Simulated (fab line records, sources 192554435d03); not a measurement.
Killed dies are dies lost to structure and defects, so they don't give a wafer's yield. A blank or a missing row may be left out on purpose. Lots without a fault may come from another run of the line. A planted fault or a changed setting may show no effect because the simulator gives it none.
A struck lot beside a sound one | flow n5_finfet | 38 steps out of a route of 1938
Sound: wafers L562.4, L562.5, L562.6. Struck: wafers L569.4, L569.5. (L569.1 of the same lot was not struck and is left out.) The cause comes at the end.
At each step with rows: each side's tool, then ch and its chambers, then its first start. Under that, the readings that differ: sound wafers | struck wafers | difference of the means | sigmas: that difference in standard deviations of wafers without a fault.
alike: readings whose means differ by less than 2 such deviations, and words and numbers that are the same on both sides. not compared: withheld readings, readings that some wafer has no value for, bounds like >300 that may hide the same value, and numbers for which the record gives no deviation and whose values overlap.
The two part at a step that has a row with sigmas, a row that says differs or no value, or rows on one side only. Numbers that don't overlap but have no deviation are shown without sigmas and don't part them. A reading that every wafer of one side lacks parts them only if that side has two wafers or more.

first, 10 steps without rows for these wafers: N5_PMOS_HMC_CHANNEL_EPI_PRECLEAN_37 (cleans in O3/DIW, time 45 s); N5_PMOS_HMC_CHANNEL_EPI_PRECLEAN_24 (cleans in DHF, time 30 s); N5_PMOS_HMC_CHANNEL_EPI_SRD_25 (time 30 s); N5_PMOS_HMC_CHANNEL_EPI_EPI_26 (deposits Si from SiH4/H2, target thk 3.8 nm, time 22.7 s); N5_FIN_SAQP_PRECLEAN_42 (cleans in O3/DIW, time 60 s); N5_FIN_SAQP_PRECLEAN_00 (cleans in SC1, time 60 s); N5_FIN_SAQP_PRECLEAN_44 (cleans in SC2, time 45 s); N5_FIN_SAQP_SRD_01 (time 30 s); N5_FIN_SAQP_ALD_61 (deposits SiO2, target thk 4 nm, pulse time 1 s, purge time 2 s); N5_FIN_SAQP_DENSIFY_62 (time 60 s).
N5_FIN_SAQP_HM_DEP_03: deposits SiNx from SiH4/NH3/N2, target thk 38 nm, time 33.6 s.
  sound on pecvd-01 ch 1,2, day 2 23:52; struck on pecvd-01 ch 1, day 4 14:53
  reading                                      | sound             | struck      | difference | sigmas
  model.SiNx_of_FIN_SAQP_HM_DEP_03.thk_nm (nm) | 38.37 38.49 38.83 | 32.44 31.58 | -6.55      |
  alike: heater_power_w, showerhead_plenum_p_Torr, showerhead_vpp_V, susceptor_temp_C, throttle_valve_pct
N5_FIN_SAQP_THK_MEAS_05:
  sound on film_metro-01, day 2 23:57; struck on film_metro-01, day 4 15:01
  reading     | sound          | struck    | difference | sigmas
  thk_nm (nm) | 38.3 38.5 38.8 | 32.4 31.6 | -6.5       | -13
then, 24 steps without rows for these wafers: N5_FIN_SAQP_PECVD_47 (deposits a-Si from SiH4/He, target thk 45 nm, time 36.3 s); N5_FIN_SAQP_PECVD_48 (deposits SiNx from SiH4/NH3/N2, target thk 25 nm, time 22.1 s); N5_FIN_SAQP_PECVD_06 (deposits a-Si from SiH4/He, target thk 60 nm, time 48.1 s); N5_FIN_SAQP_HM_DEP_72 (deposits SiO2 from SiH4/N2O, target thk 12 nm, time 7.2 s); N5_FIN_SAQP_COAT_49 (time 60 s, resist thk 100 nm); N5_FIN_SAQP_COAT_50 (time 60 s, resist thk 35 nm); N5_FIN_SAQP_COAT_10 (resist thk 90 nm); N5_FIN_SAQP_EBR_12; N5_FIN_SAQP_SOFTBAKE_11 (time 60 s); N5_FIN_SAQP_EXPOSE_13 (exposes mask FIN CORE, target cd 35.6 nm); N5_FIN_SAQP_PEB_14 (peb time 60 s); N5_FIN_SAQP_DEVELOP_15 (develop time 30 s); N5_FIN_SAQP_DESCUM_21 (chemistry O2, time 7.9 s); N5_FIN_SAQP_ETCH_51 (etches SiARC in CF4, target depth 45.5 nm, time 75.8 s); N5_FIN_SAQP_ETCH_52 (etches SOC in N2/H2, target depth 100 nm, overetch 20 nm, time 150 s); N5_FIN_SAQP_STRIP_53 (strips in N2/H2); N5_FIN_SAQP_HM_OPEN_73 (chemistry CHF3/O2, target SiO2, stops on a-Si, target depth 12 nm, time 16.8 s); N5_FIN_SAQP_STRIP_74 (strips in CHF3/O2); N5_FIN_SAQP_MANDREL_ETCH_22 (etches a-Si in HBr/Cl2, stops on SiNx, target depth 60 nm, bt time 10 s, time 30 s); N5_FIN_SAQP_STRIP_55 (strips in N2/H2); N5_FIN_SAQP_STRIP_23 (strips in SPM, time 750 s); N5_FIN_SAQP_SRD_66 (time 30 s); N5_FIN_SAQP_RECESS_75 (chemistry HF/NH3, target SiO2, target depth 14.4 nm, afs cycles 3, sublimation time 60 s); N5_FIN_SAQP_SPACER1_ALD_24 (deposits SiO2, target thk 20.3 nm, pulse time 1 s, purge time 2 s).
N5_FIN_SAQP_HM_OPEN_33: chemistry CH3F/O2, target SiNx, target depth 49.4 nm, time 70.6 s.
  sound on rie_diel-05 ch 0,2,3, day 3 04:27; struck on rie_diel-04 ch 0,2, day 4 23:18
  reading                  | sound            | struck      | difference | sigmas
  etch_rf_on_time_s (s)    | 68.7 70.5 70.5   | 59.7 58.8   | -10.7      | -7
  model.etch.depth_nm (nm) | 37.6 37.86 38.17 | 31.81 30.94 | -6.50      |
  alike: chamber_pressure_mTorr, drypump_motor_current_A, oes_product_au, rf_vpp_V, showerhead_plenum_p_Torr, throttle_valve_pct
  not compared: rf_hours_counter_h
N5_STI_FIN_REVEAL_RECESS_09: chemistry HF/NH3, target SiO2, afs cycles 11, target depth 42.5 nm, sublimation time 60 s.
  sound on vapor_etch-02 ch 0,1, day 3 14:43; struck on vapor_etch-01 ch 0,1, day 5 07:13
  reading                                      | sound        | struck  | difference | sigmas
  model.SiNx_of_FIN_SAQP_HM_DEP_03.thk_nm (nm) | 17.8 19 18.8 | 12.2 12 | -6.4       |
  alike: drypump_motor_current_A

WHERE THEY PART
First at N5_FIN_SAQP_THK_MEAS_05; last, within this record, at N5_FIN_SAQP_HM_OPEN_33. Later steps at which nothing parts them and some readings are alike: N5_STI_FIN_REVEAL_RECESS_09.

WHY: what the simulator had put in
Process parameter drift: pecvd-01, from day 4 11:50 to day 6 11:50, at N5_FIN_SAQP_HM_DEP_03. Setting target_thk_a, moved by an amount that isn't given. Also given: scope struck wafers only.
